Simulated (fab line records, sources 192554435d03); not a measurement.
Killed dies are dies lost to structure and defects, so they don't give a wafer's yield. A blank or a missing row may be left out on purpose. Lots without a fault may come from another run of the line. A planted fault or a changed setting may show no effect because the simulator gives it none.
fab line records | flow n5_finfet | part 1 of 2: steps 1 to 16 of 27
record lots=5 wafers=15 last_day=17
route steps=1938 shown BEOL_M6@1230
lots that met no fault: from a run of the same line without faults
start_h: hours from the record's first day to the start of the lot's first wafer shown | wait_h: hours since the lot's step before | " the same as in the row above | L1.1+2: a row that stands for several wafers | - no value, or no start given | * or withheld: withheld | < > ~ a bound
route shown NAME@n: a module of which the file shows steps, and the number in the route of the first | usual: mean/standard deviation of fault-free wafers | same: alike in all rows | chamber/n: place in a boat | sites: the reading at each site | _std_site: their standard deviation | _edge_site: outer sites' mean less inner sites' | radius_mm: how far each site lies from the wafer's centre | mask NAME#n: copy n | behind: the tool/chamber that last shaped the wafer | hold: why the lot was held/for how many hours/how that ended | device: the transistor (n, p or np) that didn't switch | end of line: the same wafers' tests at the end of the route | a step without rows: its recipe alone | killed: dies lost to structure and defects at the first sort, not the wafer's yield | map: a wafer's dies, x killed, . not, _ none there
set.NAME: the setting as run; set.NAME@STEP: as run at that earlier step | model.NAME: the simulator's own value behind a step, which no gauge read
lots at some steps of the route; a table a step, a row a wafer
services: from which hour (start_h, from the record's first day; less than 0 if before it) a tool's chamber was out of use, for how many hours, and why
## steps
# step N5_BEOL_M6_DESCUM_33
# recipe chemistry=O2 time_s=7 source_power_w=50 bias_power_w=20 pressure_mtorr=20 rf_frequency_hz=2.712e+07 temp_c=40 resist=CAR-EUV o2_flow_sccm=225
# usual drypump_motor_current_A=5.6/0.46 oes_product_au=0.81/0.099 rf_vpp_V=243.0/1.8 showerhead_plenum_p_Torr=2.10/0.11 throttle_valve_pct=20.45/0.24
# same time_s=7
# columns lot.wafer tool chamber start_h wait_h drypump_motor_current_A oes_product_au rf_hours_counter_h rf_vpp_V showerhead_plenum_p_Torr throttle_valve_pct
L077.1 rie_diel-05 3 202.88 0.1 6.0 0.80 112 246.3 2.20 20.33
L077.2 " 0 " " 5.8 0.92 21 242.4 2.07 20.41
L077.5 " 2 " " 6.3 0.74 - 239.8 1.99 20.22
L081.3 rie_diel-04 1 221.68 0.1 4.9 0.70 203 241.1 1.99 20.60
L081.4 " 2 " " 6.2 0.68 232 241.9 2.01 21.05
L081.5 " 2 " " 6.2 0.69 - 240.0 2.01 21.01
L088.3 rie_diel-05 3 272.58 0.6 5.9 0.79 135 244.4 2.19 20.35
L088.5 " 3 " " 5.9 0.78 - 244.4 2.19 20.37
L088.6 " 0 " " 5.8 0.89 - 241.7 2.06 20.42
L091.1 rie_diel-04 1 294.56 0.0 4.9 0.67 234 239.6 1.98 20.64
L091.4 " 0 " " 5.5 0.86 - 243.2 2.15 20.24
L091.6 " 1 " " 4.9 0.67 - 242.1 1.98 20.65
L095.1 rie_diel-04 2 303.51 0.1 6.2 0.97 2 245.5 2.27 20.63
L095.5 " 3 " " 5.3 0.89 - 245.3 2.22 20.25
L095.6 " 2 " " 6.2 0.97 - 245.5 2.27 20.61
# step N5_BEOL_M6_ETCH_72
# recipe chemistry=N2/H2 target=underlayer target_depth_a=65 mask_material=CAR-EUV time_s=5.2 ion_energy_ev=200 pressure_mtorr=30 source_w=840 bias_w=150 n2_flow_sccm=200 h2_flow_sccm=200 ends=cleared
# usual drypump_motor_current_A=5.6/0.46 etch_rf_on_time_s=5.12/0.24 h2_flow_sccm=200.1/0.59 oes_product_au=0.69/0.089 rf_vpp_V=524/3.8 showerhead_plenum_p_Torr=2.54/0.12 throttle_valve_pct=17.80/0.22
# columns lot.wafer tool chamber start_h wait_h drypump_motor_current_A etch_rf_on_time_s h2_flow_sccm oes_product_au rf_hours_counter_h rf_vpp_V showerhead_plenum_p_Torr throttle_valve_pct
L077.1 rie_diel-05 3 202.92 0.0 6.0 4.98 200.0 0.70 112 526 2.70 17.88
L077.2 " 0 " " 5.8 5.17 200.2 0.79 21 520 2.47 17.56
L077.5 " 2 " " 6.3 5.10 200.1 0.63 - 519 2.44 17.84
L081.3 rie_diel-04 1 221.71 0.0 4.9 5.54 200.3 0.59 203 520 2.42 18.01
L081.4 " 2 " " 6.1 5.33 199.6 0.57 232 521 2.40 18.29
L081.5 " 2 " " 6.2 5.31 200.2 0.58 - 520 2.40 18.25
L088.3 rie_diel-05 3 272.61 0.0 6.0 5.14 200.3 0.67 135 527 2.68 17.91
L088.5 " 3 " " 5.9 5.06 200.3 0.67 - 527 2.68 17.88
L088.6 " 0 " " 5.8 5.24 200.6 0.75 - 522 2.46 17.59
L091.1 rie_diel-04 1 294.59 0.0 4.9 5.62 199.5 0.57 234 519 2.41 18.07
L091.4 " 0 " " 5.5 4.90 201.2 0.76 - 525 2.58 17.63
L091.6 " 1 " " 4.9 5.62 200.3 0.56 - 521 2.41 18.09
L095.1 rie_diel-04 2 303.54 0.0 6.2 5.16 199.9 0.83 2 532 2.71 17.84
L095.5 " 3 " " 5.3 4.89 199.3 0.78 - 529 2.68 17.60
L095.6 " 2 " " 6.2 5.17 199.7 0.82 - 532 2.71 17.84
# step N5_BEOL_M6_ETCH_65
# recipe chemistry=CF4 target=SiARC target_depth_a=156 mask_material=CAR-EUV time_s=26 ion_energy_ev=80 pressure_mtorr=40 source_w=545 bias_w=36 Ar_flow_sccm=100 cf4_flow_sccm=100 ends=cleared
# usual drypump_motor_current_A=5.6/0.46 etch_rf_on_time_s=25.6/1.2 mfc_ar_sccm=100.0/0.3 oes_product_au=0.69/0.089 rf_vpp_V=184.0/1.3 showerhead_plenum_p_Torr=2.14/0.094 throttle_valve_pct=15.6/0.3
# columns lot.wafer tool chamber start_h wait_h drypump_motor_current_A etch_rf_on_time_s mfc_ar_sccm oes_product_au rf_hours_counter_h rf_vpp_V showerhead_plenum_p_Torr throttle_valve_pct
L077.1 rie_diel-05 3 202.93 0.0 5.9 25.6 100.0 0.69 112 184.6 2.24 15.5
L077.2 " 0 " " 5.8 26.2 99.8 0.78 21 184.4 2.08 15.2
L077.5 " 2 " " 6.3 25.9 100.5 0.63 - 183.5 2.05 15.5
L081.3 rie_diel-04 1 221.73 0.0 4.9 27.8 100.0 0.59 203 183.3 2.05 15.9
L081.4 " 2 " " 6.2 26.5 100.2 0.59 232 182.6 2.03 16.0
L081.5 " 2 " " 6.1 26.3 100.5 0.58 - 183.9 2.03 16.0
L088.3 rie_diel-05 3 272.63 0.0 5.9 25.3 100.2 0.68 135 186.5 2.23 15.5
L088.5 " 3 " " 5.9 25.3 100.0 0.67 - 185.0 2.23 15.5
L088.6 " 0 " " 5.8 26.1 100.0 0.75 - 183.4 2.07 15.3
L091.1 rie_diel-04 1 294.61 0.0 4.9 28.2 100.1 0.57 234 182.2 2.04 16.0
L091.4 " 0 " " 5.5 24.5 100.0 0.77 - 185.5 2.15 15.1
L091.6 " 1 " " 4.9 27.7 100.2 0.57 - 184.0 2.04 16.0
L095.1 rie_diel-04 2 303.56 0.0 6.2 25.6 99.6 0.84 2 186.2 2.27 15.5
L095.5 " 3 " " 5.3 24.6 100.4 0.77 - 185.1 2.26 15.3
L095.6 " 2 " " 6.2 25.7 99.8 0.83 - 186.0 2.27 15.5
# step N5_BEOL_M6_ETCH_66
# recipe chemistry=N2/H2 target=SOC target_depth_a=800 overetch_a=160 mask_material=SiARC temp_c=40 time_s=120 ion_energy_ev=200 pressure_mtorr=30 source_w=840 bias_w=150 n2_flow_sccm=200 h2_flow_sccm=200
# usual drypump_motor_current_A=5.6/0.46 h2_flow_sccm=200.0/0.66 oes_product_au=0.62/0.07 rf_vpp_V=524/3.5 showerhead_plenum_p_Torr=2.54/0.12 throttle_valve_pct=17.76/0.22
# same time_s=120
# columns lot.wafer tool chamber start_h wait_h drypump_motor_current_A h2_flow_sccm oes_product_au rf_hours_counter_h rf_vpp_V showerhead_plenum_p_Torr throttle_valve_pct
L077.1 rie_diel-05 3 202.96 0.0 6.0 200.8 0.61 112 528 2.69 17.83
L077.2 " 0 " " 5.8 199.9 0.71 21 522 2.47 17.54
L077.5 " 2 " " 6.2 200.7 0.56 - 521 2.44 17.79
L081.3 rie_diel-04 1 221.76 0.0 4.9 200.6 0.55 203 521 2.42 18.00
L081.4 " 2 " " 6.2 200.0 0.53 232 519 2.40 18.23
L081.5 " 2 " " 6.1 199.6 0.53 - 522 2.40 18.24
L088.3 rie_diel-05 3 272.66 0.0 5.9 200.2 0.60 135 527 2.68 17.86
L088.5 " 3 " " 5.9 200.3 0.60 - 526 2.68 17.86
L088.6 " 0 " " 5.8 199.6 0.68 - 523 2.46 17.58
L091.1 rie_diel-04 1 294.63 0.0 4.9 200.1 0.53 234 518 2.41 18.05
L091.4 " 0 " " 5.5 199.7 0.67 - 525 2.58 17.59
L091.6 " 1 " " 4.9 200.0 0.54 - 521 2.41 18.04
L095.1 rie_diel-04 2 303.59 0.0 6.1 200.1 0.74 2 529 2.71 17.79
L095.5 " 3 " " 5.3 199.9 0.67 - 526 2.68 17.54
L095.6 " 2 " " 6.2 200.4 0.73 - 529 2.71 17.79
# step N5_BEOL_M6_STRIP_69
# recipe chemistry=N2/H2 temp_c=40 n2_flow_sccm=200 h2_flow_sccm=200 rf_frequency_hz=6e+07
# columns lot.wafer tool chamber start_h wait_h
L077.1+2+5 rie_diel-05 3,0,2 203.04 0.0
L081.3+4+5 rie_diel-04 1,2,2 221.84 0.0
L088.3+5+6 rie_diel-05 3,3,0 272.74 0.0
L091.1+4+6 rie_diel-04 1,0,1 294.72 0.0
L095.1+5+6 rie_diel-04 2,3,2 303.67 0.0
# step N5_BEOL_M6_STRIP_73
# recipe chemistry=N2/H2 temp_c=40 n2_flow_sccm=200 h2_flow_sccm=200 rf_frequency_hz=6e+07
# columns lot.wafer tool chamber start_h wait_h
L077.1+2+5 rie_diel-05 3,0,2 203.05 0.0
L081.3+4+5 rie_diel-04 1,2,2 221.85 0.0
L088.3+5+6 rie_diel-05 3,3,0 272.75 0.0
L091.1+4+6 rie_diel-04 1,0,1 294.73 0.0
L095.1+5+6 rie_diel-04 2,3,2 303.68 0.0
# step N5_BEOL_M6_VIA_ETCH_34
# recipe chemistry=C4F6/O2 target=SiCOH_lowk target_depth_a=1263 mask_material=SOC taper_deg=4 time_s=50.9 ion_energy_ev=250 pressure_mtorr=30 source_w=345 bias_w=185 Ar_flow_sccm=300 C4F6_flow_sccm=10 O2_flow_sccm=10
# usual drypump_motor_current_A=5.6/0.46 mfc_ar_sccm=300.0/0.98 oes_product_au=0.81/0.1 rf_vpp_V=670/17 showerhead_plenum_p_Torr=2.85/0.13 throttle_valve_pct=20.86/0.27
# same time_s=50.9
# columns lot.wafer tool chamber start_h wait_h drypump_motor_current_A mfc_ar_sccm oes_product_au rf_hours_counter_h rf_vpp_V showerhead_plenum_p_Torr throttle_valve_pct
L077.1 rie_diel-05 3 203.06 0.0 5.9 299.6 0.81 112 667 2.99 20.83
L077.2 " 0 " " 5.8 299.4 0.92 21 675 2.75 20.48
L077.5 " 2 " " 6.3 300.3 0.74 - 670 2.72 20.72
L081.3 rie_diel-04 1 221.86 0.0 4.9 301.4 0.70 203 693 2.72 21.09
L081.4 " 2 " " 6.2 300.0 0.68 232 635 2.70 21.24
L081.5 " 2 " " 6.2 299.1 0.68 - 634 2.70 21.24
L088.3 rie_diel-05 3 272.76 0.0 6.0 299.3 0.80 135 668 2.98 20.86
L088.5 " 3 " " 6.0 300.0 0.79 - 666 2.98 20.85
L088.6 " 0 " " 5.8 300.3 0.88 - 674 2.74 20.50
L091.1 rie_diel-04 1 294.74 0.0 4.9 299.4 0.67 234 692 2.70 21.14
L091.4 " 0 " " 5.5 301.4 0.89 - 655 2.86 20.43
L091.6 " 1 " " 4.9 298.8 0.68 - 692 2.70 21.13
L095.1 rie_diel-04 2 303.69 0.0 6.1 302.1 0.96 2 644 3.03 20.85
L095.5 " 3 " " 5.3 299.4 0.89 - 677 3.03 20.81
L095.6 " 2 " " 6.1 300.8 0.96 - 645 3.03 20.84
# step N5_BEOL_M6_STRIP_76
# recipe chemistry=C4F6/O2 resist=SiARC rf_frequency_hz=6e+07
# columns lot.wafer tool chamber start_h wait_h
L077.1+2+5 rie_diel-05 3,0,2 203.11 0.0
L081.3+4+5 rie_diel-04 1,2,2 221.90 0.0
L088.3+5+6 rie_diel-05 3,3,0 272.80 0.0
L091.1+4+6 rie_diel-04 1,0,1 294.78 0.0
L095.1+5+6 rie_diel-04 2,3,2 303.73 0.0
# step N5_BEOL_M6_STRIP_36
# recipe chemistry=N2/H2 power_w=450 temp_c=40 pressure_mtorr=20 rf_frequency_hz=6e+07 overash_fraction=0.3 bias_power_w=7 h2_frac=0.5 n2_flow_sccm=200 h2_flow_sccm=200
# usual drypump_motor_current_A=5.6/0.46 h2_flow_sccm=200.0/0.56 oes_product_au=0.81/0.099 rf_vpp_V=59.2/1.6 showerhead_plenum_p_Torr=2.54/0.12 throttle_valve_pct=23.56/0.19
# columns lot.wafer tool chamber start_h wait_h drypump_motor_current_A h2_flow_sccm oes_product_au rf_hours_counter_h rf_vpp_V showerhead_plenum_p_Torr throttle_valve_pct
L077.1 rie_diel-05 3 203.12 0.0 6.0 199.6 0.79 112 61.1 2.69 23.76
L077.2 " 0 " " 5.8 199.6 0.94 21 55.9 2.47 23.46
L077.5 " 2 " " 6.3 200.6 0.74 - 57.5 2.44 23.53
L081.3 rie_diel-04 1 221.91 0.0 4.9 200.2 0.71 203 57.1 2.42 23.60
L081.4 " 2 " " 6.2 200.6 0.69 232 58.7 2.40 24.07
L081.5 " 2 " " 6.2 200.3 0.68 - 56.7 2.40 24.06
L088.3 rie_diel-05 3 272.81 0.0 5.9 200.3 0.78 135 60.2 2.68 23.79
L088.5 " 3 " " 5.9 199.5 0.78 - 59.6 2.68 23.80
L088.6 " 0 " " 5.8 200.0 0.88 - 55.6 2.46 23.49
L091.1 rie_diel-04 1 294.79 0.0 4.9 200.4 0.68 234 57.5 2.41 23.67
L091.4 " 0 " " 5.5 199.8 0.87 - 59.4 2.58 23.56
L091.6 " 1 " " 4.9 200.7 0.66 - 58.3 2.41 23.66
L095.1 rie_diel-04 2 303.74 0.0 6.1 200.0 0.98 2 60.4 2.71 23.68
L095.5 " 3 " " 5.3 200.9 0.90 - 60.9 2.68 23.44
L095.6 " 2 " " 6.2 198.9 0.96 - 58.4 2.71 23.67
# step N5_BEOL_M6_TRENCH_ETCH_37
# recipe chemistry=C4F6/O2 target_depth_a=944.35 target=SiCOH_lowk time_s=31.5 ion_energy_ev=250 pressure_mtorr=30 source_w=345 bias_w=185 Ar_flow_sccm=300 C4F6_flow_sccm=10 O2_flow_sccm=10
# usual drypump_motor_current_A=5.6/0.46 mfc_ar_sccm=300.0/0.91 oes_product_au=0.81/0.1 rf_vpp_V=670/17 showerhead_plenum_p_Torr=2.85/0.13 throttle_valve_pct=20.89/0.27
# same time_s=31.5
# columns lot.wafer tool chamber start_h wait_h drypump_motor_current_A mfc_ar_sccm oes_product_au rf_hours_counter_h rf_vpp_V showerhead_plenum_p_Torr throttle_valve_pct
L077.1 rie_diel-05 3 - - 6.0 299.0 0.81 112 668 2.99 20.85
L077.2 " 0 " " 5.8 300.0 0.93 21 674 2.75 20.49
L077.5 " 2 " " 6.3 300.7 0.74 - 672 2.72 20.74
L081.3 rie_diel-04 1 - - 4.9 298.2 0.70 203 691 2.72 21.13
L081.4 " 2 " " 6.1 299.6 0.68 232 635 2.70 21.25
L081.5 " 2 " " 6.2 298.7 0.68 - 634 2.70 21.28
L088.3 rie_diel-05 3 - - 5.9 300.7 0.79 135 667 2.98 20.90
L088.5 " 3 " " 6.0 299.2 0.78 - 667 2.98 20.89
L088.6 " 0 " " 5.8 298.5 0.88 - 674 2.74 20.54
L091.1 rie_diel-04 1 - - 4.9 299.5 0.66 234 692 2.71 21.17
L091.4 " 0 " " 5.5 300.8 0.89 - 654 2.86 20.49
L091.6 " 1 " " 4.9 300.6 0.67 - 693 2.70 21.14
L095.1 rie_diel-04 2 - - 6.2 301.6 0.96 2 645 3.03 20.89
L095.5 " 3 " " 5.3 299.2 0.89 - 678 3.03 20.82
L095.6 " 2 " " 6.1 301.6 0.96 - 645 3.03 20.90
# step N5_BEOL_M6_ETCH_41
# recipe chemistry=CH3F/O2 target=SiCN target_depth_a=297 taper_deg=2 time_s=52 ion_energy_ev=120 mask_material=TiN pressure_mtorr=30 source_w=395 bias_w=75 Ar_flow_sccm=150 CH3F_flow_sccm=30 O2_flow_sccm=20
# usual drypump_motor_current_A=5.6/0.46 mfc_ar_sccm=150.0/0.44 oes_product_au=0.81/0.1 rf_vpp_V=297.4/2.1 showerhead_plenum_p_Torr=2.00/0.097 throttle_valve_pct=16.29/0.27
# same time_s=52
# columns lot.wafer tool chamber start_h wait_h drypump_motor_current_A mfc_ar_sccm oes_product_au rf_hours_counter_h rf_vpp_V showerhead_plenum_p_Torr throttle_valve_pct
L077.1 rie_diel-05 3 - - 6.0 149.3 0.80 112 298.1 2.11 16.23
L077.2 " 0 " " 5.8 150.5 0.92 21 296.8 1.93 15.93
L077.5 " 2 " " 6.3 149.7 0.73 - 295.1 1.91 16.20
L081.3 rie_diel-04 1 - - 4.9 149.8 0.70 203 294.9 1.90 16.55
L081.4 " 2 " " 6.1 149.8 0.69 232 296.2 1.89 16.70
L081.5 " 2 " " 6.2 150.8 0.68 - 294.8 1.89 16.72
L088.3 rie_diel-05 3 - - 6.0 149.8 0.79 135 299.5 2.10 16.27
L088.5 " 3 " " 6.0 149.7 0.78 - 298.0 2.10 16.26
L088.6 " 0 " " 5.8 149.3 0.88 - 297.5 1.93 15.97
L091.1 rie_diel-04 1 - - 4.9 150.2 0.67 234 295.8 1.89 16.61
L091.4 " 0 " " 5.5 149.7 0.88 - 298.5 2.01 15.90
L091.6 " 1 " " 4.9 149.6 0.67 - 294.3 1.89 16.60
L095.1 rie_diel-04 2 - - 6.1 149.9 0.97 2 300.7 2.13 16.24
L095.5 " 3 " " 5.3 149.5 0.89 - 300.0 2.13 16.13
L095.6 " 2 " " 6.1 149.8 0.96 - 300.0 2.14 16.25
# step N5_BEOL_M6_STRIP_80
# recipe chemistry=N2/H2 time_s=10 power_w=450 temp_c=40 pressure_mtorr=20 rf_frequency_hz=6e+07 bias_power_w=7 n2_flow_sccm=200 h2_flow_sccm=200
# usual drypump_motor_current_A=5.6/0.46 h2_flow_sccm=199.9/0.6 oes_product_au=0.81/0.099 rf_vpp_V=59.1/0.94 showerhead_plenum_p_Torr=2.54/0.12 throttle_valve_pct=23.56/0.19
# same time_s=10
# columns lot.wafer tool chamber start_h wait_h drypump_motor_current_A h2_flow_sccm oes_product_au rf_hours_counter_h rf_vpp_V showerhead_plenum_p_Torr throttle_valve_pct
L077.1 rie_diel-05 3 - - 6.0 200.3 0.81 112 58.9 2.69 23.76
L077.2 " 0 " " 5.8 200.2 0.93 21 59.5 2.47 23.45
L077.5 " 2 " " 6.2 199.5 0.74 - 58.4 2.44 23.53
L081.3 rie_diel-04 1 - - 4.9 200.8 0.70 203 59.5 2.42 23.63
L081.4 " 2 " " 6.1 200.2 0.68 232 58.9 2.40 24.06
L081.5 " 2 " " 6.1 200.4 0.68 - 58.4 2.40 24.08
L088.3 rie_diel-05 3 - - 6.0 199.6 0.79 135 60.2 2.68 23.80
L088.5 " 3 " " 6.0 200.1 0.79 - 59.8 2.68 23.77
L088.6 " 0 " " 5.8 198.9 0.89 - 59.3 2.46 23.48
L091.1 rie_diel-04 1 - - 4.9 198.7 0.68 234 58.5 2.41 23.67
L091.4 " 0 " " 5.5 200.4 0.88 - 59.5 2.58 23.57
L091.6 " 1 " " 4.9 198.9 0.67 - 59.0 2.41 23.67
L095.1 rie_diel-04 2 - - 6.2 199.8 0.97 2 60.6 2.71 23.69
L095.5 " 3 " " 5.3 199.8 0.89 - 60.8 2.68 23.40
L095.6 " 2 " " 6.2 199.6 0.97 - 58.1 2.71 23.68
# step N5_BEOL_M6_OCD_MEAS_38
# usual trench_depth_nm=95/3
# columns lot.wafer tool chamber start_h wait_h trench_depth_nm
L077.1 ocd-02 - 203.31 - 96
L077.2 " - " " 95
L077.5 " - " " 95
L081.3 ocd-01 - 222.11 - 90
L081.4 " - " " 91
L081.5 " - " " 92
L088.3 ocd-01 - 273.01 - 95
L088.5 " - " " 96
L088.6 " - " " 95
L091.1 ocd-01 - 294.98 - 89
L091.4 " - " " 97
L091.6 " - " " 88
L095.1 ocd-02 - 303.94 - 95
L095.5 " - " " 97
L095.6 " - " " 95
# step N5_BEOL_M6_HM_STRIP_39
# recipe chemistry=peroxide_tin_strip material=TiN target_depth_a=250 temp_c=50 time_s=158
# same time_s=158
# columns lot.wafer tool chamber start_h wait_h
L077.1+2+5 wet_bench-02 2,6,7 203.34 0.0
L081.3+4+5 wet_bench-05 6,4,1 222.14 0.0
L088.3+5+6 wet_bench-05 3,4,6 273.04 0.0
L091.1+4+6 wet_bench-05 6,3,2 295.01 0.0
L095.1+5+6 wet_bench-05 6,4,1 303.97 0.0
# step N5_BEOL_M6_SRD_40
# recipe time_s=30 temp_c=23 rinse_liquid=diw dry=ipa_marangoni
# same time_s=30
# columns lot.wafer tool chamber start_h wait_h
L077.1+2+5 wet_bench-02 2,6,7 203.39 0.0
L081.3+4+5 wet_bench-05 6,4,1 222.19 0.0
L088.3+5+6 wet_bench-05 3,4,6 273.09 0.0
L091.1+4+6 wet_bench-05 6,3,2 295.06 0.0
L095.1+5+6 wet_bench-05 6,4,1 304.01 0.0
# step N5_BEOL_M6_PRECLEAN_42
# recipe chemistry=residue_remover time_s=60 temp_c=40
# same time_s=60
# columns lot.wafer tool chamber start_h wait_h
L077.1+2+5 wet_bench-02 2,6,7 203.41 0.0
L081.3+4+5 wet_bench-05 6,4,1 222.20 0.0
L088.3+5+6 wet_bench-05 3,4,6 273.10 0.0
L091.1+4+6 wet_bench-05 6,3,2 295.08 0.0
L095.1+5+6 wet_bench-05 6,4,1 304.03 0.0
